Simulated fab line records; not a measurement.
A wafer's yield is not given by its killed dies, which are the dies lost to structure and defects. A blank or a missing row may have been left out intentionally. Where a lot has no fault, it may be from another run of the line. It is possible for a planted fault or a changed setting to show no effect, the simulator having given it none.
fab line records -- flow n5-finfet
[record] lots = 12, wafers = 36, last-day = 17
route steps=1938 shown SDB@365 TV_OPEN@1887 PASSIVATION@1906
lots that met no fault: from a run of the same line without faults
start-h: hours from the record's first day to the start of the lot's first wafer shown -- wait-h: hours from the lot's prior step to this one -- " unchanged from the row above -- L1.1+2: a row that stands for several wafers -- - either no value or no given start -- * or withheld: withheld -- < > ~ a bound
route shown NAME@n: NAME is a module with steps in the file, n the number in the route of the first one -- usual: mean/standard deviation of fault-free wafers -- same: alike in all rows -- chamber/n: place in a boat -- sites: each site's reading -- _std_site: standard deviation across them -- _edge_site: mean of outer sites minus mean of inner sites -- radius-mm: how far each site lies from the wafer's centre -- mask NAME#n: copy n -- behind: the tool/chamber that last shaped the wafer -- hold: what put the lot on hold/how long, in hours/how the hold closed -- device: the n, p or np transistor that did not switch -- end of line: the route-end tests of the same wafers -- a step with no rows: only its recipe -- killed: the dies lost at the first sort to structure and to defects; this is not the yield of the wafer -- map: per-die view of a wafer (x killed, . not killed, _ where there is no die)
set.NAME: setting as actually run; set.NAME@STEP: the setting as run at that earlier step -- model.NAME: the simulator's own value behind a step, which no gauge read
a sample of lots followed through the steps of the route, with each step as a table and each wafer as a row
services: when a tool's chamber went out of use (start-h, in hours from the record's first day, below 0 if earlier), for how many hours, and the reason
[[steps]]
[step N5_SDB_STRIP_22]
[recipe] chemistry = N2/H2, power-w = 1000, temp-c = 250, h2-frac = 0.65, overash-fraction = 0.3, pressure-mtorr = withheld, n2-flow-sccm = 1750, h2-flow-sccm = 3250
[usual] drypump-motor-current-A = 6.2/0.4, heater-power-w = 337/21, oes-product-au = 0.715/0.0043, strip-time-to-endpoint-s = 96.4/0.33
[same] overash-fraction = 0.3
lot.wafer,tool,chamber,start-h,wait-h,drypump-motor-current-A,heater-power-w,oes-product-au,rf-hours-counter-h,strip-time-to-endpoint-s
L853.1,plasma-asher-02,0,70.28,0.1,6.4,328,0.722,92,96.3
L853.3,plasma-asher-02,0,70.28,0.1,6.4,328,0.719,-,96.6
L853.6,plasma-asher-02,0,70.28,0.1,6.4,315,0.712,-,96.1
L854.1,plasma-asher-01,0,70.71,0.1,5.6,372,0.706,34,96.0
L854.4,plasma-asher-01,0,70.71,0.1,5.6,371,0.714,-,96.3
L854.5,plasma-asher-01,1,70.71,0.1,6.5,338,0.715,-,95.9
L855.2,plasma-asher-02,1,78.40,0.1,6.5,319,0.719,94,97.0
L855.3,plasma-asher-02,1,78.40,0.1,6.5,310,0.710,-,96.7
L855.6,plasma-asher-02,0,78.40,0.1,6.3,337,0.719,-,96.5
L857.1,plasma-asher-01,0,95.29,0.1,5.6,371,0.719,38,96.0
L857.3,plasma-asher-01,0,95.29,0.1,5.5,352,0.713,-,96.2
L857.5,plasma-asher-01,1,95.29,0.1,6.5,337,0.713,-,96.2
L858.1,plasma-asher-01,1,99.13,0.1,6.5,338,0.720,39,96.5
L858.5,plasma-asher-01,1,99.13,0.1,6.5,334,0.715,-,96.8
L858.6,plasma-asher-01,0,99.13,0.1,5.6,366,0.716,-,96.3
L861.2,plasma-asher-02,1,113.42,0.1,6.5,312,0.725,100,96.8
L861.3,plasma-asher-02,1,113.42,0.1,6.5,303,0.711,-,96.1
L861.6,plasma-asher-02,0,113.42,0.1,6.4,335,0.711,-,96.3
L866.2,plasma-asher-02,1,146.37,0.1,6.5,307,0.721,108,95.7
L866.3,plasma-asher-02,0,146.37,0.1,6.4,327,0.721,-,96.2
L866.6,plasma-asher-02,0,146.37,0.1,6.4,333,0.716,-,96.4
L867.1,plasma-asher-02,0,149.02,0.1,6.4,322,0.710,109,96.5
L867.3,plasma-asher-02,1,149.02,0.1,6.5,317,0.715,-,96.6
L867.4,plasma-asher-02,0,149.02,0.1,6.4,324,0.720,-,96.7
L869.2,plasma-asher-01,0,162.93,0.1,5.6,367,0.726,49,96.6
L869.5,plasma-asher-01,1,162.93,0.1,6.5,341,0.709,-,96.4
L869.6,plasma-asher-01,0,162.93,0.1,5.6,374,0.711,-,96.6
L873.1,plasma-asher-01,0,192.85,0.1,5.6,377,0.716,54,96.6
L873.2,plasma-asher-01,1,192.85,0.1,6.5,351,0.719,54,96.5
L873.6,plasma-asher-01,0,192.85,0.1,5.6,364,0.713,-,96.6
L874.1,plasma-asher-01,0,197.01,0.1,5.6,378,0.715,55,96.2
L874.2,plasma-asher-01,1,197.01,0.1,6.5,333,0.714,55,96.2
L874.4,plasma-asher-01,0,197.01,0.1,5.6,362,0.712,-,95.9
L875.2,plasma-asher-01,0,202.27,0.1,5.5,353,0.717,56,96.4
L875.4,plasma-asher-01,1,202.27,0.1,6.5,331,0.714,-,96.5
L875.5,plasma-asher-01,1,202.27,0.1,6.5,346,0.713,-,96.2
[step N5_PASSIVATION_PASS_ETCH_74]
[recipe] chemistry = CF4/O2, target = SiNx, target-depth-a = 2200, time-s = 110, ion-energy-ev = 100, pressure-mtorr = 40, source-w = 535, bias-w = 49, Ar_flow_sccm = 100, cf4-flow-sccm = 100, O2_flow_sccm = 10
[usual] drypump-motor-current-A = 5.7/0.41, oes-product-au = 0.80/0.079, rf-vpp-V = 239.7/2.7, showerhead-plenum-p-Torr = 2.20/0.042, throttle-valve-pct = 15.95/0.28
lot.wafer,tool,chamber,start-h,wait-h,drypump-motor-current-A,oes-product-au,rf-hours-counter-h,rf-vpp-V,showerhead-plenum-p-Torr,throttle-valve-pct
L853.1,rie-diel-01,0,256.93,0.0,5.6,0.74,159,240.6,2.20,16.00
L853.3,rie-diel-01,2,256.93,0.0,5.7,0.82,78,243.0,2.15,15.75
L853.6,rie-diel-01,2,256.93,0.0,5.7,0.82,-,241.2,2.15,15.74
L854.1,rie-diel-01,2,257.79,0.0,5.7,0.82,79,243.0,2.15,15.74
L854.4,rie-diel-01,3,257.79,0.0,5.1,0.94,20,240.0,2.25,15.66
L854.5,rie-diel-01,2,257.79,0.0,5.7,0.82,-,242.6,2.15,15.76
L855.2,rie-diel-01,1,261.35,0.0,5.8,0.81,102,244.7,2.23,15.96
L855.3,rie-diel-01,3,261.35,0.0,5.2,0.93,21,239.8,2.25,15.66
L855.6,rie-diel-01,3,261.35,0.0,5.2,0.95,-,240.5,2.25,15.66
L857.1,rie-diel-01,2,287.36,0.0,5.7,0.80,91,242.2,2.14,15.79
L857.3,rie-diel-01,1,287.36,0.0,5.8,0.80,110,245.6,2.22,15.95
L857.5,rie-diel-01,0,287.36,0.0,5.6,0.74,-,238.9,2.20,16.05
L858.1,rie-diel-03,0,294.31,0.0,6.2,0.75,165,240.4,2.12,15.84
L858.5,rie-diel-03,2,294.31,0.0,5.5,0.73,-,238.6,2.20,16.00
L858.6,rie-diel-03,1,294.31,0.0,6.1,0.71,-,242.2,2.28,16.03
L861.2,rie-diel-05,1,318.25,0.0,6.2,0.77,125,239.7,2.22,16.31
L861.3,rie-diel-05,3,318.25,0.0,5.4,0.72,201,236.5,2.19,16.55
L861.6,rie-diel-05,0,318.25,0.0,5.7,0.97,-,237.5,2.17,15.91
L866.2,rie-diel-05,2,338.96,0.0,5.0,0.85,60,236.6,2.24,15.46
L866.3,rie-diel-05,0,338.96,0.0,5.7,0.95,11,237.5,2.17,15.92
L866.6,rie-diel-05,0,338.96,0.0,5.7,0.95,-,236.8,2.17,15.92
L867.1,rie-diel-05,3,350.12,0.0,5.4,0.71,212,237.4,2.19,16.57
L867.3,rie-diel-05,0,350.12,0.0,5.7,0.92,15,237.5,2.17,15.92
L867.4,rie-diel-05,1,350.12,0.0,6.2,0.76,135,240.9,2.21,16.32
L869.2,rie-diel-05,2,366.71,0.0,5.0,0.83,70,235.5,2.23,15.49
L869.5,rie-diel-05,2,366.71,0.0,5.0,0.84,-,236.4,2.23,15.49
L869.6,rie-diel-05,3,366.71,0.0,5.4,0.72,-,238.4,2.19,16.58
L873.1,rie-diel-05,3,388.49,0.0,5.4,0.72,217,238.7,2.18,16.59
L873.2,rie-diel-05,2,388.49,0.0,5.0,0.82,78,235.1,2.23,15.52
L873.6,rie-diel-05,1,388.49,0.0,6.2,0.74,-,240.4,2.21,16.33
L875.2,rie-diel-01,0,395.09,0.0,5.6,0.71,204,239.4,2.19,16.08
L875.4,rie-diel-01,3,395.09,0.0,5.1,0.86,-,241.0,2.23,15.75
L875.5,rie-diel-01,0,395.09,0.0,5.6,0.71,-,239.0,2.19,16.09
L874.1,rie-diel-03,0,397.90,0.0,6.2,0.73,192,239.7,2.11,15.91
L874.2,rie-diel-03,2,397.90,0.0,5.5,0.70,209,239.7,2.19,16.07
L874.4,rie-diel-03,3,397.90,0.0,6.2,0.80,113,238.8,2.21,15.90
[step N5_PASSIVATION_OVL_MEAS_63]
[recipe] points-per-wafer = 44
[usual] PAD_OVL = 1/5.7
lot.wafer,tool,chamber,start-h,wait-h,PAD_OVL[nm]
L853.1,overlay-01,0,258.17,0.0,3
L853.3,overlay-01,0,258.17,0.0,5
L853.6,overlay-01,0,258.17,0.0,11
L854.1,overlay-01,0,260.71,0.0,8
L854.4,overlay-01,0,260.71,0.0,11
L854.5,overlay-01,0,260.71,0.0,7
L855.2,overlay-02,0,262.77,0.0,7
L855.3,overlay-02,0,262.77,0.0,11
L855.6,overlay-02,0,262.77,0.0,12
L857.1,overlay-01,0,289.43,0.0,-1
L857.3,overlay-01,0,289.43,0.0,1
L857.5,overlay-01,0,289.43,0.0,9
L858.1,overlay-01,0,296.01,0.0,-3
L858.5,overlay-01,0,296.01,0.0,-6
L858.6,overlay-01,0,296.01,0.0,-7
L861.2,overlay-01,0,319.44,0.0,3
L861.3,overlay-01,0,319.44,0.0,0
L861.6,overlay-01,0,319.44,0.0,-5
L866.2,overlay-01,0,340.15,0.0,-2
L866.3,overlay-01,0,340.15,0.0,2
L866.6,overlay-01,0,340.15,0.0,4
L867.1,overlay-02,0,352.06,0.0,-7
L867.3,overlay-02,0,352.06,0.0,-5
L867.4,overlay-02,0,352.06,0.0,-6
L869.2,overlay-02,0,368.61,0.0,2
L869.5,overlay-02,0,368.61,0.0,8
L869.6,overlay-02,0,368.61,0.0,12
L873.1,overlay-01,0,391.45,0.0,12
L873.2,overlay-01,0,391.45,0.0,10
L873.6,overlay-01,0,391.45,0.0,9
L875.2,overlay-02,0,397.08,0.0,0
L875.4,overlay-02,0,397.08,0.0,-5
L875.5,overlay-02,0,397.08,0.0,-11
L874.1,overlay-02,0,399.09,0.0,3
L874.2,overlay-02,0,399.09,0.0,0
L874.4,overlay-02,0,399.09,0.0,2
[step N5_PASSIVATION_PROBE_49]
[usual] killed_at_M0_to_M3 = 33/8.9, killed_at_M4_up = 15/5.4, killed-at-contacts = 13/5.8, killed-at-front-end = 39/9.9, killed-at-other = 3.2/2.9, killed-dies = 102/15, killed-open = 68/12, killed-short = 34/7.6
[same] gross-dies = 1180, killed-at-back-side = 0
lot.wafer,tool,chamber,start-h,wait-h,killed_at_M0_to_M3,killed_at_M4_up,killed-at-contacts,killed-at-front-end,killed-at-other,killed-dies,killed-open,killed-short
L853.1,prober-01,-,263.01,0.0,24,24,14,41,4,107,79,28
L853.3,prober-01,-,263.11,0.1,27,12,11,33,3,86,56,30
L853.6,prober-01,-,263.26,0.3,45,11,9,21,8,94,59,34
L854.1,prober-01,-,266.59,0.0,45,12,20,18,4,99,55,43
L854.4,prober-01,-,266.74,0.2,25,14,14,28,1,82,55,26
L854.5,prober-01,-,266.79,0.2,26,16,10,22,2,76,59,16
L855.2,prober-02,-,268.61,0.1,33,15,15,55,0,118,88,30
L855.3,prober-02,-,268.66,0.1,28,20,22,48,1,119,84,35
L855.6,prober-02,-,268.81,0.3,17,27,11,35,0,90,63,27
L857.1,prober-02,-,294.38,0.0,19,12,13,29,0,73,48,25
L857.3,prober-02,-,294.48,0.1,37,12,12,40,1,102,67,35
L857.5,prober-02,-,294.58,0.2,33,22,7,47,1,110,68,42
L858.1,prober-02,-,301.04,0.0,25,7,14,39,9,94,62,32
L858.5,prober-02,-,301.24,0.2,20,21,16,29,4,90,63,27
L858.6,prober-02,-,301.29,0.3,29,17,4,45,4,99,75,24
L861.2,prober-01,-,324.75,0.1,29,11,12,36,0,88,54,33
L861.3,prober-01,-,324.80,0.1,25,6,4,29,2,66,42,24
L861.6,prober-01,-,324.95,0.3,24,7,20,28,4,83,55,27
L866.2,prober-02,-,345.31,0.1,34,14,8,181,2,239,67,36
L866.3,prober-02,-,345.36,0.1,21,13,18,57,1,110,72,38
L866.6,prober-02,-,345.51,0.3,32,13,14,66,5,130,81,48
L867.1,prober-02,-,357.20,0.0,36,15,10,44,10,115,78,37
L867.3,prober-02,-,357.30,0.1,25,28,7,148,6,214,60,36
L867.4,prober-02,-,357.35,0.2,33,19,15,29,7,103,63,39
L869.2,prober-02,-,374.12,0.1,30,16,13,35,3,97,63,33
L869.5,prober-02,-,374.27,0.2,20,13,16,44,5,98,69,28
L869.6,prober-02,-,374.32,0.3,28,14,18,46,5,111,76,32
L873.1,prober-02,-,396.61,0.0,39,16,7,36,5,103,77,26
L873.2,prober-02,-,396.66,0.1,41,16,21,34,6,118,80,38
L873.6,prober-02,-,396.86,0.3,35,13,12,36,4,100,71,29
L875.2,prober-02,-,402.13,0.1,25,13,20,50,4,112,73,39
L875.4,prober-02,-,402.23,0.2,42,7,25,41,1,116,75,41
L875.5,prober-02,-,402.28,0.2,38,10,23,41,3,115,82,33
L874.1,prober-01,-,405.58,0.0,42,19,34,53,0,148,93,54
L874.2,prober-01,-,405.63,0.1,30,19,17,48,2,116,74,42
L874.4,prober-01,-,405.73,0.2,47,18,17,46,1,129,98,30
// killed by level:class
L853.1 BEOL_M0_SAQP:geometric-particle:open=9 FIN_SAQP:geometric-particle:open=8 MOL_CONTACT_COAG:geometric-particle:open=8 BEOL_M4:geometric-particle:open=8 STARTING-WAFER:geometric-particle:open=7 MOL_CONTACT_COAG:geometric-particle:short=6 STI_FIN_REVEAL:geometric-particle:open=5 BEOL_M5:geometric-particle:open=5
L853.3 BEOL_M0_SAQP:geometric-particle:open=12 MOL_CONTACT_COAG:geometric-particle:open=9 BEOL_M0_SAQP:geometric-particle:short=8 FIN_SAQP:geometric-particle:short=7 STI_FIN_REVEAL:geometric-particle:open=5 DUMMY_GATE:geometric-particle:open=5 FIN_SAQP:geometric-particle:open=4 BEOL_M3:geometric-particle:open=4
L853.6 BEOL_M0_SAQP:geometric-particle:short=10 BEOL_M0_SAQP:geometric-particle:open=9 MOL_CONTACT_COAG:geometric-particle:open=8 BEOL_M3:geometric-particle:open=8 BEOL_M1:geometric-particle:open=6 BEOL_M3:geometric-particle:short=6 PASS1_CAP:geometric-particle:open=5 STARTING-WAFER:geometric-particle:open=5
L854.1 BEOL_M0_SAQP:geometric-particle:short=14 MOL_CONTACT_COAG:geometric-particle:open=13 BEOL_M2:geometric-particle:open=12 BEOL_M0_SAQP:geometric-particle:open=10 MOL_CONTACT_COAG:geometric-particle:short=7 BEOL_M4:geometric-particle:short=4 ILD0:geometric-particle:short=3 BEOL_M3:geometric-particle:short=3
L854.4 BEOL_M0_SAQP:geometric-particle:short=10 MOL_CONTACT_COAG:geometric-particle:open=9 BEOL_M0_SAQP:geometric-particle:open=6 BEOL_M3:geometric-particle:open=6 BEOL_M4:geometric-particle:open=6 MOL_CONTACT_COAG:geometric-particle:short=5 STARTING-WAFER:geometric-particle:open=5 FIN_SAQP:geometric-particle:open=4
L854.5 FIN_SAQP:geometric-particle:open=9 BEOL_M2:geometric-particle:open=9 MOL_CONTACT_COAG:geometric-particle:open=7 BEOL_M3:geometric-particle:open=6 BEOL_M4:geometric-particle:open=6 DUMMY_GATE:geometric-particle:open=5 BEOL_M0_SAQP:geometric-particle:short=4 FIN_SAQP:geometric-particle:short=3
L855.2 MOL_CONTACT_COAG:geometric-particle:open=14 DUMMY_GATE:geometric-particle:open=13 BEOL_M1:geometric-particle:open=13 STI_FIN_REVEAL:geometric-particle:open=9 BEOL_M4:geometric-particle:open=9 GATE_CUT:geometric-particle:short=9 FIN_SAQP:geometric-particle:short=8 BEOL_M2:geometric-particle:open=7
L855.3 STI_FIN_REVEAL:geometric-particle:open=21 MOL_CONTACT_COAG:geometric-particle:open=15 BEOL_M4:geometric-particle:open=14 GATE_CUT:geometric-particle:short=8 MOL_CONTACT_COAG:geometric-particle:short=7 BEOL_M0_SAQP:geometric-particle:open=6 BEOL_M2:geometric-particle:open=6 DUMMY_GATE:geometric-particle:open=4
L855.6 BEOL_M4:geometric-particle:open=20 STI_FIN_REVEAL:geometric-particle:open=10 MOL_CONTACT_COAG:geometric-particle:open=10 FIN_SAQP:geometric-particle:short=7 BEOL_M0_SAQP:geometric-particle:open=6 DUMMY_GATE:geometric-particle:open=4 GATE_CUT:geometric-particle:short=3 STARTING-WAFER:geometric-particle:short=3
L857.1 MOL_CONTACT_COAG:geometric-particle:open=11 FIN_SAQP:geometric-particle:short=5 BEOL_M0_SAQP:geometric-particle:open=5 BEOL_M0_SAQP:geometric-particle:short=5 STARTING-WAFER:geometric-particle:open=5 FIN_SAQP:geometric-particle:open=4 STI_FIN_REVEAL:geometric-particle:open=4 BEOL_M2:geometric-particle:open=4
L857.3 BEOL_M0_SAQP:geometric-particle:short=17 BEOL_M0_SAQP:geometric-particle:open=12 MOL_CONTACT_COAG:geometric-particle:open=10 STI_FIN_REVEAL:geometric-particle:open=9 FIN_SAQP:geometric-particle:short=6 FIN_SAQP:geometric-particle:open=5 ILD0:geometric-particle:open=4 BEOL_M2:geometric-particle:open=4
L857.5 FIN_SAQP:geometric-particle:open=13 FIN_SAQP:geometric-particle:short=12 BEOL_M4:geometric-particle:open=12 BEOL_M0_SAQP:geometric-particle:open=10 BEOL_M2:geometric-particle:open=10 BEOL_M0_SAQP:geometric-particle:short=9 STI_FIN_REVEAL:geometric-particle:open=5 MOL_CONTACT_COAG:geometric-particle:open=5
L858.1 MOL_CONTACT_COAG:geometric-particle:open=13 FIN_SAQP:geometric-particle:open=9 FIN_SAQP:geometric-particle:short=8 BEOL_M2:geometric-particle:open=7 STI_FIN_REVEAL:geometric-particle:open=5 BEOL_M0_SAQP:geometric-particle:open=5 PASS1_CAP:geometric-particle:short=5 STARTING-WAFER:geometric-particle:open=4
L858.5 BEOL_M4:geometric-particle:open=12 MOL_CONTACT_COAG:geometric-particle:open=11 FIN_SAQP:geometric-particle:open=7 STI_FIN_REVEAL:geometric-particle:open=7 MOL_CONTACT_COAG:geometric-particle:short=5 BEOL_M0_SAQP:geometric-particle:open=4 BEOL_M1:geometric-particle:open=4 BEOL_M3:geometric-particle:open=4
L858.6 FIN_SAQP:geometric-particle:open=17 BEOL_M2:geometric-particle:open=11 BEOL_M4:geometric-particle:open=8 BEOL_M1:geometric-particle:open=6 STI_FIN_REVEAL:geometric-particle:open=6 ILD0:geometric-particle:short=6 BEOL_M3:geometric-particle:open=6 FIN_SAQP:geometric-particle:short=5
L861.2 STI_FIN_REVEAL:geometric-particle:open=10 MOL_CONTACT_COAG:geometric-particle:open=8 BEOL_M0_SAQP:geometric-particle:short=8 BEOL_M2:geometric-particle:open=6 FIN_SAQP:geometric-particle:short=5 STI_FIN_REVEAL:geometric-particle:short=5 MOL_CONTACT_COAG:geometric-particle:short=4 BEOL_M1:geometric-particle:open=4
L861.3 STI_FIN_REVEAL:geometric-particle:open=8 BEOL_M3:geometric-particle:open=7 FIN_SAQP:geometric-particle:short=6 BEOL_M2:geometric-particle:open=6 BEOL_M0_SAQP:geometric-particle:short=5 BEOL_M0_SAQP:geometric-particle:open=4 FIN_SAQP:geometric-particle:open=3 GATE_CUT:geometric-particle:short=3
L861.6 MOL_CONTACT_COAG:geometric-particle:open=12 MOL_CONTACT_COAG:geometric-particle:short=8 BEOL_M1:geometric-particle:open=8 BEOL_M2:geometric-particle:open=7 FIN_SAQP:geometric-particle:open=5 STI_FIN_REVEAL:geometric-particle:short=4 STI_FIN_REVEAL:geometric-particle:open=4 DUMMY_GATE:geometric-particle:open=4
L866.2 SDB:unspecified=135 FIN_SAQP:geometric-particle:short=14 STI_FIN_REVEAL:geometric-particle:open=12 BEOL_M0_SAQP:geometric-particle:open=9 BEOL_M3:geometric-particle:open=8 BEOL_M4:geometric-particle:open=8 FIN_SAQP:geometric-particle:open=7 MOL_CONTACT_COAG:geometric-particle:open=7
L866.3 FIN_SAQP:geometric-particle:open=19 FIN_SAQP:geometric-particle:short=18 MOL_CONTACT_COAG:geometric-particle:open=17 BEOL_M2:geometric-particle:open=7 GATE_CUT:geometric-particle:short=7 BEOL_M0_SAQP:geometric-particle:open=5 GATE_CUT:geometric-particle:open=4 BEOL_M4:geometric-particle:open=4
L866.6 FIN_SAQP:geometric-particle:short=21 FIN_SAQP:geometric-particle:open=16 MOL_CONTACT_COAG:geometric-particle:open=12 BEOL_M1:geometric-particle:open=10 STI_FIN_REVEAL:geometric-particle:open=9 GATE_CUT:geometric-particle:short=8 BEOL_M2:geometric-particle:open=6 BEOL_M0_SAQP:geometric-particle:open=6
L867.1 FIN_SAQP:geometric-particle:open=17 FIN_SAQP:geometric-particle:short=10 MOL_CONTACT_COAG:geometric-particle:open=9 BEOL_M4:geometric-particle:open=9 BEOL_M1:geometric-particle:open=8 BEOL_M2:geometric-particle:open=8 BEOL_M0_SAQP:geometric-particle:short=6 MIM_TOP_ETCH:geometric-particle:open=6
L867.3 SDB:unspecified=118 BEOL_M4:geometric-particle:open=14 FIN_SAQP:geometric-particle:short=8 MOL_CONTACT_COAG:geometric-particle:open=7 FIN_SAQP:geometric-particle:open=5 BEOL_M0_SAQP:geometric-particle:open=5 BEOL_M7:geometric-particle:open=5 DUMMY_GATE:geometric-particle:short=4
L867.4 MOL_CONTACT_COAG:geometric-particle:open=11 BEOL_M0_SAQP:geometric-particle:open=11 BEOL_M1:geometric-particle:open=8 BEOL_M4:geometric-particle:open=8 FIN_SAQP:geometric-particle:open=6 FIN_SAQP:geometric-particle:short=6 BEOL_M0_SAQP:geometric-particle:short=6 GATE_CUT:geometric-particle:short=6
L869.2 MOL_CONTACT_COAG:geometric-particle:open=9 BEOL_M0_SAQP:geometric-particle:short=9 STI_FIN_REVEAL:geometric-particle:open=8 BEOL_M4:geometric-particle:open=8 BEOL_M3:geometric-particle:open=8 DUMMY_GATE:geometric-particle:open=7 FIN_SAQP:geometric-particle:short=5 MOL_CONTACT_COAG:geometric-particle:short=4
L869.5 STI_FIN_REVEAL:geometric-particle:open=14 MOL_CONTACT_COAG:geometric-particle:open=13 FIN_SAQP:geometric-particle:open=10 BEOL_M4:geometric-particle:open=8 STI_FIN_REVEAL:geometric-particle:short=6 BEOL_M3:geometric-particle:open=5 FIN_SAQP:geometric-particle:short=4 BEOL_M0_SAQP:geometric-particle:short=4
L869.6 STI_FIN_REVEAL:geometric-particle:open=16 MOL_CONTACT_COAG:geometric-particle:open=13 BEOL_M0_SAQP:geometric-particle:open=9 DUMMY_GATE:geometric-particle:open=7 BEOL_M0_SAQP:geometric-particle:short=6 STARTING-WAFER:geometric-particle:open=5 MOL_CONTACT_COAG:geometric-particle:short=5 BEOL_M3:geometric-particle:open=5
L873.1 FIN_SAQP:geometric-particle:open=16 BEOL_M0_SAQP:geometric-particle:open=9 BEOL_M2:geometric-particle:open=6 BEOL_M0:geometric-particle:open=6 BEOL_M3:geometric-particle:open=6 MOL_CONTACT_COAG:geometric-particle:open=5 BEOL_M0_SAQP:geometric-particle:short=5 BEOL_M4:geometric-particle:open=5
L873.2 MOL_CONTACT_COAG:geometric-particle:open=19 BEOL_M0_SAQP:geometric-particle:short=13 FIN_SAQP:geometric-particle:open=10 STI_FIN_REVEAL:geometric-particle:open=9 BEOL_M0_SAQP:geometric-particle:open=7 BEOL_M1:geometric-particle:open=7 BEOL_M1:geometric-particle:short=5 BEOL_M7:geometric-particle:open=5
L873.6 BEOL_M1:geometric-particle:open=12 BEOL_M4:geometric-particle:open=9 STI_FIN_REVEAL:geometric-particle:open=7 MOL_CONTACT_COAG:geometric-particle:open=7 BEOL_M0_SAQP:geometric-particle:open=7 BEOL_M3:geometric-particle:open=6 GATE_CUT:geometric-particle:short=5 MOL_CONTACT_COAG:geometric-particle:short=5
L875.2 MOL_CONTACT_COAG:geometric-particle:open=16 FIN_SAQP:geometric-particle:open=9 FIN_SAQP:geometric-particle:short=9 STI_FIN_REVEAL:geometric-particle:open=8 BEOL_M0_SAQP:geometric-particle:open=6 BEOL_M1:geometric-particle:short=6 BEOL_M5:geometric-particle:open=6 DUMMY_GATE:geometric-particle:open=5
L875.4 MOL_CONTACT_COAG:geometric-particle:open=20 BEOL_M0_SAQP:geometric-particle:open=13 STI_FIN_REVEAL:geometric-particle:open=12 BEOL_M0_SAQP:geometric-particle:short=8 BEOL_M2:geometric-particle:short=7 FIN_SAQP:geometric-particle:short=5 FIN_SAQP:geometric-particle:open=5 MOL_CONTACT_COAG:geometric-particle:short=5
L875.5 MOL_CONTACT_COAG:geometric-particle:open=22 STI_FIN_REVEAL:geometric-particle:open=15 BEOL_M0_SAQP:geometric-particle:short=9 BEOL_M0_SAQP:geometric-particle:open=9 BEOL_M1:geometric-particle:open=6 STI_FIN_REVEAL:geometric-particle:short=5 DUMMY_GATE:geometric-particle:open=5 BEOL_M1:geometric-particle:short=5
L874.1 MOL_CONTACT_COAG:geometric-particle:open=26 BEOL_M1:geometric-particle:open=12 BEOL_M4:geometric-particle:short=11 DUMMY_GATE:geometric-particle:open=10 MOL_CONTACT_COAG:geometric-particle:short=8 STI_FIN_REVEAL:geometric-particle:open=7 FIN_SAQP:geometric-particle:short=6 FIN_SAQP:geometric-particle:open=6
L874.2 MOL_CONTACT_COAG:geometric-particle:open=13 BEOL_M2:geometric-particle:open=8 STI_FIN_REVEAL:geometric-particle:open=8 FIN_SAQP:geometric-particle:open=6 DUMMY_GATE:geometric-particle:open=6 BEOL_M3:geometric-particle:open=6 BEOL_M4:geometric-particle:open=6 ILD0:geometric-particle:short=5
L874.4 BEOL_M3:geometric-particle:open=21 DUMMY_GATE:geometric-particle:open=13 MOL_CONTACT_COAG:geometric-particle:open=12 FIN_SAQP:geometric-particle:open=6 BEOL_M0:geometric-particle:open=6 BEOL_M2:geometric-particle:open=6 BEOL_M4:geometric-particle:open=6 STI_FIN_REVEAL:geometric-particle:open=5
[[services]]
tool,chamber,start-h,hours,kind
rie-diel-03,3,47.62,-,clean
rie-diel-05,0,106.62,15.8,repair
rie-diel-01,0,123.95,6.4,repair
plasma-asher-01,-,142.48,15.6,pm
plasma-asher-02,-,169.97,4.1,repair
rie-diel-01,3,177.08,-,clean
rie-diel-01,3,177.08,-,consumable-replace:focus-ring
rie-diel-01,3,177.08,12.5,scheduled-down
rie-diel-01,3,177.08,12.5,vent-cycle
plasma-asher-01,-,223.51,2.8,pm
rie-diel-01,-,232.90,2.8,pm
rie-diel-03,2,248.66,32.5,repair
rie-diel-05,-,255.94,4.4,repair
rie-diel-03,3,261.12,1.6,repair
rie-diel-05,0,261.54,-,clean
rie-diel-05,0,261.54,-,consumable-replace:focus-ring
rie-diel-05,0,261.54,20.1,scheduled-down
rie-diel-05,0,261.54,20.1,vent-cycle
plasma-asher-02,-,264.38,15.6,pm
rie-diel-05,-,265.35,34.4,repair
rie-diel-03,1,349.49,7.0,repair
rie-diel-05,3,353.07,7.0,repair
plasma-asher-01,-,379.37,4.2,repair
plasma-asher-01,-,388.91,1.4,repair
[[key]]
[first-sign] step = N5_PASSIVATION_PROBE_49, reading = killed-at-front-end, direction = up, sigmas = 13, usual = 39, struck = 164
[effect] step = N5_PASSIVATION_PROBE_49, reading = killed-dies, direction = up, sigmas = 8.2, usual = 102, struck = 226
[more-kills-born-at] N5_SDB_STRIP_22@plasma-asher-02 = 253
met-at N5_SDB_STRIP_22
struck-lots L866,L867
struck-wafers L866.2,L867.3
tester-left-out L866,L867
not-acting-at N5_PASSIVATION_PASS_ETCH_74,N5_PASSIVATION_OVL_MEAS_63
onset-between 113.42 146.37
[fault] kind = chamber-particle-source, tool = plasma-asher-02, chamber = 1, onset-h = 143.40, steps = N5_SDB_STRIP_22, rate-per-visit-cm2 = 0.97696, end-h = 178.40
// tester-left-out: of these lots the tester's yield and bins aren't shown, on N5 and GAA mostly nor the transistor test; their killed dies are dies lost to structure and defects alone, not to doping, threshold or leakage, so they don't give the yield
